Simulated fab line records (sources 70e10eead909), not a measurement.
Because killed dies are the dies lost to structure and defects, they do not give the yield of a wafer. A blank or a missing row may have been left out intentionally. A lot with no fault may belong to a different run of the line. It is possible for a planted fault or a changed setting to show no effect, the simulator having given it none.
Chamber matching -- flow nandHarc -- pecvd-01 running NHARC_A_SGD_CUT_DEP_00: 3 sister chambers
The step deposits SiNx, target thk 50 nm. 3 wafers are shown with their chamber, then 9 later ones without.

## EACH WAFER AND ITS CHAMBER
wafer,chamber,heaterPowerW (W)
L344.6,1,552
L352.4,0,768
L355.6,2,736

## WAFERS WITHOUT THEIR CHAMBER
wafer,heaterPowerW (W)
L362.1,589
L362.2,761
L362.4,799
L364.1,593
L364.2,723
L364.4,614
L363.3,774
L363.4,784
L363.6,772

## EACH ONE'S CHAMBER
wafer,from the rows above,in truth
L362.1,1,1
L362.2,can't be placed: 0 or 2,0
L362.4,can't be placed: 0 or 2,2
L364.1,1,1
L364.2,can't be placed: 2 or 0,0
L364.4,can't be placed: 1 or 2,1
L363.3,can't be placed: 0 or 2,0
L363.4,can't be placed: 0 or 2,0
L363.6,can't be placed: 0 or 2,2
Placed correctly: 2 of 9. Unplaceable from these rows: 7, with the true chamber sitting among the candidates in 7. 0 placed wrongly.
How it was worked out, from the rows above alone: a wafer's distance from a chamber is the root of the sum, over the readings, of the square of ((its reading less the chamber's mean) divided by the reading's scatter). The wafer belongs to the nearest chamber; if the next one is less than 2 further off, it can't be placed. A chamber's mean is the mean of its shown wafers. The scatter: root of mean squared gap, hidden wafer to nearest shown wafer, with one shown wafer a chamber.
